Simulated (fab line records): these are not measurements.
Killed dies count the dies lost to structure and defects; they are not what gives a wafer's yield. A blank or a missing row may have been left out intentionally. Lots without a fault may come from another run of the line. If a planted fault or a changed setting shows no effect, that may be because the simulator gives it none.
fab line records	flow nand-harc	part 2 of 2: steps 5 to 6 of 6
record: lots: 22	wafers: 66	last-day: 34
route steps=1302 shown A_STAIRCASE@733
lots untouched by any fault: they come from a run of this same line in which no faults occurred
start-h: the number of hours between the record's first day and the start of the first shown wafer of the lot	wait-h: hours since the lot's step before	" identical to the entry in the row above	L1.1+2: a single row standing in for several wafers	- value missing, or start not given	* or withheld: withheld	< > ~ a bound
route shown NAME@n: a module of which the file shows steps, and the number in the route of the first	usual: mean/standard deviation taken from wafers without a fault	same: alike in all rows	chamber/n: place in a boat	sites: each site's reading	_std_site: standard deviation across them	_edge_site: mean of outer sites minus mean of inner sites	radius-mm: how far each site lies from the wafer's centre	mask NAME#n: copy n	behind: the last tool/chamber to shape the wafer	hold: reason for holding the lot/hours on hold/outcome of the hold	device: the n, p or np transistor that did not switch	end of line: the tests these same wafers got at the end of their route	a step with no rows: only its recipe	killed: dies that structure and defects cost at the first sort, which is not the same as the wafer's yield	map: a wafer's dies, marking killed ones x, the rest . and places with no die _
set.NAME: the run value of the setting; set.NAME@STEP: its run value at that earlier step	model.NAME: the simulator's own value behind a step, which no gauge read
one table for each step of the route and one row for each wafer, over a sample of lots
services: from which hour (start-h, from the record's first day; less than 0 if before it) a tool's chamber was out of use, for how many hours, and why
== steps ==
step: NHARC_A_STAIRCASE_HM_OPEN_463
recipe: o2-flow-sccm: 400	cos-flow-sccm: 20	ar-flow-sccm: 0	rf-w: 500	bias-w: 300	chemistry: O2/COS
usual: cos-flow-sccm: 20.01/0.064	drypump-motor-current-A: 5.7/0.42	oes-product-au: 1.004/0.013	rf-vpp-V: 468/3.5	showerhead-plenum-p-Torr: 3.14/0.16	throttle-valve-pct: 28.330/0.0083
lot.wafer	tool	chamber	start-h	wait-h	cos-flow-sccm	drypump-motor-current-A	oes-product-au	rf-hours-counter-h	rf-vpp-V	showerhead-plenum-p-Torr	throttle-valve-pct
L074.1	rie-diel-03	1	-	-	20.02	6.3	1.003	21	470	3.22	28.346
L074.6	"	1	"	"	20.08	6.3	1.013	-	470	3.22	28.333
L074.5	"	2	"	"	19.98	6.2	1.014	-	463	2.90	28.320
L075.2	rie-diel-03	3	-	-	20.06	5.8	1.029	29	467	3.09	28.326
L075.1	"	0	"	"	20.09	4.8	1.010	27	465	3.08	28.325
L075.6	"	3	"	"	20.03	5.8	1.025	-	465	3.09	28.345
L076.4	rie-diel-07	2	-	-	20.03	5.9	1.036	31	469	3.22	28.328
L076.2	"	3	"	"	20.08	5.9	1.017	28	470	3.29	28.335
L076.5	"	2	"	"	20.02	5.9	1.023	-	469	3.22	28.325
L077.1	rie-diel-07	2	-	-	20.11	5.9	1.019	36	468	3.22	28.324
L077.3	"	3	"	"	20.15	5.8	1.025	34	470	3.29	28.344
L077.6	"	0	"	"	20.04	5.9	1.012	-	471	3.32	28.345
L080.4	rie-diel-07	3	-	-	20.01	5.8	1.020	38	472	3.29	28.313
L080.3	"	0	"	"	20.02	5.9	1.007	36	471	3.32	28.318
L080.5	"	3	"	"	20.02	5.8	1.012	-	472	3.29	28.327
L081.1	rie-diel-07	1	-	-	20.01	5.4	0.994	44	463	2.91	28.333
L081.2	"	3	"	"	20.06	5.9	1.008	43	471	3.28	28.341
L081.6	"	2	"	"	20.11	5.9	1.023	-	469	3.21	28.343
L082.1	rie-diel-07	0	-	-	20.05	5.9	0.986	43	471	3.32	28.336
L082.2	"	1	"	"	20.02	5.4	0.992	47	461	2.91	28.336
L082.6	"	1	"	"	20.02	5.5	0.997	-	463	2.91	28.341
L083.3	rie-diel-01	1	-	-	19.90	6.1	1.008	34	466	3.07	28.341
L083.4	"	2	"	"	20.09	5.4	1.005	37	463	2.91	28.320
L083.5	"	1	"	"	19.99	6.1	1.004	-	465	3.07	28.328
L085.2	rie-diel-01	2	-	-	20.05	5.5	1.009	41	462	2.91	28.336
L085.6	"	1	"	"	20.04	6.0	1.013	-	468	3.06	28.341
L085.5	"	2	"	"	19.99	5.5	1.000	-	463	2.91	28.343
L084.3	rie-diel-03	2	-	-	19.85	6.2	0.986	14	472	3.37	28.324
L084.2	"	0	"	"	19.98	4.9	0.984	15	466	3.06	28.323
L084.5	"	2	"	"	19.93	6.2	0.990	-	473	3.37	28.336
L086.3	rie-diel-01	2	-	-	20.12	5.4	1.015	42	462	2.91	28.330
L086.4	"	3	"	"	19.92	4.9	1.004	41	466	2.96	28.328
L086.5	"	1	"	"	20.02	6.0	1.002	-	466	3.06	28.330
L088.2	rie-diel-07	0	-	-	19.99	5.9	0.981	14	472	3.31	28.329
L088.3	"	2	"	"	20.12	5.9	1.006	17	469	3.20	28.332
L088.5	"	3	"	"	19.88	5.8	0.987	-	469	3.27	28.332
L087.1	rie-diel-03	1	-	-	19.89	6.3	1.014	15	470	3.20	28.325
L087.2	"	3	"	"	20.12	5.8	1.031	17	466	3.08	28.330
L087.5	"	1	"	"	19.83	6.3	1.019	-	468	3.20	28.342
L089.2	rie-diel-07	2	-	-	20.14	5.9	1.005	18	468	3.20	28.334
L089.4	"	3	"	"	20.13	5.8	1.002	15	472	3.27	28.341
L089.6	"	2	"	"	20.08	5.9	1.004	-	468	3.20	28.318
L090.3	rie-diel-01	0	-	-	20.05	5.1	1.000	47	471	3.29	28.329
L090.1	"	2	"	"	20.00	5.4	0.995	52	461	2.91	28.329
L090.6	"	0	"	"	20.03	5.1	0.997	-	471	3.29	28.323
L091.1	rie-diel-07	3	-	-	20.07	5.8	1.010	25	470	3.27	28.325
L091.2	"	2	"	"	19.91	5.9	0.998	28	470	3.20	28.325
L091.5	"	3	"	"	20.04	5.8	1.004	-	470	3.27	28.326
L093.3	rie-diel-07	0	-	-	20.08	5.9	0.985	36	471	3.30	28.331
L093.1	"	2	"	"	20.02	5.9	1.000	36	470	3.19	28.341
L093.6	"	0	"	"	20.07	5.9	0.976	-	471	3.30	28.335
L092.3	rie-diel-03	3	-	-	19.89	5.8	1.025	36	467	3.07	28.317
L092.1	"	0	"	"	20.07	4.8	1.008	36	466	3.05	28.343
L092.6	"	2	"	"	19.98	6.2	0.980	-	471	3.35	28.337
L094.1	rie-diel-07	1	-	-	20.12	5.5	0.999	32	463	2.90	28.338
L094.4	"	2	"	"	19.94	5.9	1.006	37	468	3.19	28.335
L094.5	"	0	"	"	19.97	5.9	0.988	-	471	3.30	28.321
L095.1	rie-diel-01	3	-	-	19.98	5.0	0.988	6	463	2.95	28.345
L095.3	"	1	"	"	19.98	6.1	0.996	10	466	3.05	28.333
L095.6	"	3	"	"	19.93	4.9	0.987	-	464	2.95	28.324
L096.2	rie-diel-01	3	-	-	20.03	4.9	0.987	13	463	2.95	28.319
L096.6	"	3	"	"	20.02	5.0	0.986	-	465	2.95	28.329
L096.4	"	0	"	"	19.99	5.1	1.011	-	469	3.27	28.339
L097.1	rie-diel-07	1	-	-	20.01	5.5	0.996	44	461	2.89	28.327
L097.3	"	2	"	"	20.10	5.9	0.988	51	469	3.18	28.325
L097.5	"	1	"	"	19.96	5.5	0.996	-	463	2.89	28.315
step: NHARC_A_STAIRCASE_ETCH_315
recipe: target-depth-a: 25000	time-s: 607.1	ion-energy-ev: 800	c4f8-flow-sccm: 80	o2-flow-sccm: 60	ar-flow-sccm: withheld	rf-w: 600	bias-w: 3000	chemistry: C4F8/O2/Ar
usual: oes-product-au: 0.935/0.012	rf-vpp-V: 1828/13
lot.wafer	tool	chamber	start-h	wait-h	oes-product-au	rf-hours-counter-h	rf-vpp-V
L074.1	rie-diel-03	2	-	-	0.930	22	1808
L074.6	"	1	"	"	0.927	-	1835
L074.5	"	2	"	"	0.929	-	1808
L075.2	rie-diel-03	1	-	-	0.941	28	1835
L075.1	"	2	"	"	0.933	24	1808
L075.6	"	1	"	"	0.936	-	1835
L076.2	rie-diel-07	2	-	-	0.949	31	1834
L076.4	"	3	"	"	0.958	28	1841
L076.5	"	2	"	"	0.941	-	1836
L077.1	rie-diel-07	3	-	-	0.936	34	1839
L077.3	"	1	"	"	0.908	36	1810
L077.6	"	2	"	"	0.949	-	1834
L080.3	rie-diel-07	0	-	-	0.936	36	1843
L080.4	"	3	"	"	0.956	38	1841
L080.5	"	0	"	"	0.928	-	1845
L081.1	rie-diel-07	0	-	-	0.931	40	1842
L081.2	"	1	"	"	0.938	44	1810
L081.6	"	0	"	"	0.932	-	1844
L082.1	rie-diel-07	0	-	-	0.918	44	1843
L082.2	"	2	"	"	0.965	49	1835
L082.6	"	3	"	"	0.948	-	1840
L083.3	rie-diel-01	2	-	-	0.944	37	1809
L083.4	"	3	"	"	0.933	36	1813
L083.5	"	1	"	"	0.956	-	1823
L085.2	rie-diel-01	1	-	-	0.936	38	1821
L085.6	"	1	"	"	0.942	-	1822
L085.5	"	2	"	"	0.942	-	1811
L084.3	rie-diel-03	1	-	-	0.931	10	1832
L084.2	"	2	"	"	0.930	14	1846
L084.5	"	0	"	"	0.935	-	1823
L086.3	rie-diel-01	3	-	-	0.935	42	1813
L086.4	"	0	"	"	0.927	39	1840
L086.5	"	2	"	"	0.941	-	1809
L088.2	rie-diel-07	1	-	-	0.928	17	1809
L088.3	"	3	"	"	0.946	15	1838
L088.5	"	1	"	"	0.927	-	1808
L087.1	rie-diel-03	2	-	-	0.924	21	1846
L087.2	"	3	"	"	0.966	17	1823
L087.5	"	2	"	"	0.923	-	1846
L089.4	rie-diel-07	3	-	-	0.943	15	1840
L089.2	"	0	"	"	0.922	15	1842
L089.6	"	1	"	"	0.932	-	1808
L090.3	rie-diel-01	0	-	-	0.917	47	1840
L090.1	"	2	"	"	0.940	52	1807
L090.6	"	1	"	"	0.935	-	1824
L091.2	rie-diel-07	3	-	-	0.926	25	1838
L091.1	"	2	"	"	0.931	28	1833
L091.5	"	0	"	"	0.912	-	1842
L093.3	rie-diel-07	0	-	-	0.918	36	1841
L093.1	"	1	"	"	0.945	30	1809
L093.6	"	1	"	"	0.938	-	1809
L092.1	rie-diel-03	2	-	-	0.925	41	1844
L092.3	"	3	"	"	0.953	36	1821
L092.6	"	2	"	"	0.933	-	1846
L094.1	rie-diel-07	2	-	-	0.942	38	1833
L094.4	"	3	"	"	0.941	36	1839
L094.5	"	0	"	"	0.936	-	1842
L095.1	rie-diel-01	1	-	-	0.943	10	1821
L095.3	"	2	"	"	0.919	6	1847
L095.6	"	1	"	"	0.953	-	1821
L096.2	rie-diel-01	0	-	-	0.951	17	1839
L096.6	"	0	"	"	0.948	-	1839
L096.4	"	1	"	"	0.929	-	1820
L097.3	rie-diel-07	2	-	-	0.941	51	1833
L097.1	"	3	"	"	0.968	49	1837
L097.5	"	2	"	"	0.930	-	1832
== services ==
tool	chamber	start-h	hours	kind
rie-diel-07	0	329.30	-	clean
rie-diel-07	1	329.30	-	clean
rie-diel-07	2	329.30	-	clean
rie-diel-07	3	329.30	-	clean
rie-diel-07	0	353.89	-	clean
rie-diel-07	1	353.89	-	clean
rie-diel-07	2	353.89	-	clean
rie-diel-07	3	353.89	-	clean
rie-diel-01	0	358.28	6.1	repair
rie-diel-07	-	372.59	1.2	repair
rie-diel-03	2	375.34	13.8	repair
rie-diel-07	0	380.77	-	clean
rie-diel-07	1	380.77	-	clean
rie-diel-01	-	381.53	9.0	pm
rie-diel-07	3	384.62	2.5	repair
rie-diel-01	3	410.09	2.7	repair
rie-diel-01	0	414.14	6.5	repair
rie-diel-03	3	455.41	17.4	repair
rie-diel-03	-	458.34	9.0	pm
rie-diel-07	-	472.85	9.0	pm
rie-diel-03	1	476.61	8.3	repair
rie-diel-07	1	533.96	17.1	repair
rie-diel-01	-	558.53	9.0	pm
rie-diel-07	3	592.66	15.5	repair
